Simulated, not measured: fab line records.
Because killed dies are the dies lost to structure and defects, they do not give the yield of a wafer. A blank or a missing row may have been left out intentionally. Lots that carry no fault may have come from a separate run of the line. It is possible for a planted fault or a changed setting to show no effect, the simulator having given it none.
Which tool is to blame? -- flow n5 finfet -- 15 lots, 43 wafers sampled, at 3 steps of a route of 1938

## WHAT THE GAUGES SHOWED, per wafer
N5_BEOL_M8_INSPECT_58: inspects for defects (darkfield).
lot,measured,on,raw defect count
L686,day 9 05:31,defect inspect-01,99 86 108
L687,day 9 22:49,defect inspect-01,116 69 63
L688,day 10 05:29,defect inspect-02,64 81
L689,day 10 11:53,defect inspect-02,56 53 44
L691,day 10 18:56,defect inspect-01,72 53 39
L693,day 11 02:01,defect inspect-02,92 59 39
L692,day 11 02:58,defect inspect-01,52 88 83
L694,day 11 18:34,defect inspect-01,91 92
L695,day 12 01:38,defect inspect-02,70 53 53
L701,day 13 05:59,defect inspect-02,54 80 105
L700,day 13 09:04,defect inspect-01,107 122 122
L702,day 13 21:16,defect inspect-01,58 68 55
L705,day 14 12:06,defect inspect-01,59 68 49
L706,day 14 16:21,defect inspect-02,75 119 88
L707,day 15 00:10,defect inspect-02,101 45 45

N5_BEOL_M9_THK_MEAS_01.
lot,measured,on,M9_ILD_THK (nm)
L686,day 9 06:22,film metro-01,267 265 269
L687,day 9 23:26,film metro-02,270 272 273
L688,day 10 06:07,film metro-02,260 268
L689,day 10 12:31,film metro-02,270 265 268
L691,day 10 19:35,film metro-01,266 263 266
L693,day 11 02:39,film metro-01,265 265 267
L692,day 11 03:36,film metro-01,264 269 273
L694,day 11 19:22,film metro-01,264 268
L695,day 12 02:16,film metro-02,267 270 271
L701,day 13 06:37,film metro-02,266 264 271
L700,day 13 09:42,film metro-01,263 265 265
L702,day 13 22:03,film metro-01,269 266 271
L705,day 14 12:44,film metro-01,264 267 268
L706,day 14 16:59,film metro-02,266 265 268
L707,day 15 00:48,film metro-02,266 270 271

## WHAT TOOL EACH LOT RAN ON (gives the tool, then ch and the chambers of the sampled wafers, and finally the start)
lot,N5_BEOL_M8_ANNEAL_51
L686,"rtp anneal-02 ch 0, day 9 04:38"
L687,"rtp anneal-02 ch 0, day 9 22:07"
L688,"rtp anneal-01 ch 0, day 10 04:45"
L689,"rtp anneal-01 ch 0, day 10 11:06"
L691,"rtp anneal-02 ch 0, day 10 18:08"
L693,"rtp anneal-01 ch 0, day 11 01:16"
L692,"rtp anneal-01 ch 0, day 11 02:15"
L694,"rtp anneal-02 ch 0, day 11 17:54"
L695,"rtp anneal-01 ch 0, day 12 00:56"
L701,"rtp anneal-01 ch 0, day 13 05:16"
L700,"rtp anneal-01 ch 0, day 13 08:20"
L702,"rtp anneal-01 ch 0, day 13 20:31"
L705,"rtp anneal-01 ch 0, day 14 11:20"
L706,"rtp anneal-02 ch 0, day 14 15:39"
L707,"rtp anneal-02 ch 0, day 14 23:28"
- N5_BEOL_M8_ANNEAL_51: time 90 s.

## WHAT THE TOOLS THEMSELVES READ (means of the sampled wafers that have a number; where no wafer has one, the mark that the record gives instead)
N5_BEOL_M8_ANNEAL_51.
lot,tool,wafer_temp_C_max
L686,rtp anneal-02,225.7
L687,rtp anneal-02,225.5
L688,rtp anneal-01,226.2
L689,rtp anneal-01,226.7
L691,rtp anneal-02,225.8
L693,rtp anneal-01,226.6
L692,rtp anneal-01,226.5
L694,rtp anneal-02,225.8
L695,rtp anneal-01,226.4
L701,rtp anneal-01,226.7
L700,rtp anneal-01,226.6
L702,rtp anneal-01,226.7
L705,rtp anneal-01,226.7
L706,rtp anneal-02,225.9
L707,rtp anneal-02,225.6

## THE ANSWER, worked out from the rows above alone
Rule: usual is defined by the lots themselves. The widest of any qualifying gaps counts: lots, ordered by their means at a reading, are off when they make up no more than a third of the lots, leave a main group of 4 or more, and stand apart from it by 3 or more times the standard deviation of that group's means. The tables above print the reading to a certain number of digits; a main group whose means all agree to those digits is not used. A lot without any number at a reading at which 4 lots or more have one is off too. Where the step has rows for the other lots, those lots are counted as sound. After the gauges, taken in route order, come the tools' own readings; for these a lot's mean is taken, as printed above. At the first step where some lot is off, the reading lying furthest off is the one used; lots without a number count as furthest.
None of the lots is off at any reading shown; this tells nothing.

## WHAT THE SIMULATOR HAD INSERTED
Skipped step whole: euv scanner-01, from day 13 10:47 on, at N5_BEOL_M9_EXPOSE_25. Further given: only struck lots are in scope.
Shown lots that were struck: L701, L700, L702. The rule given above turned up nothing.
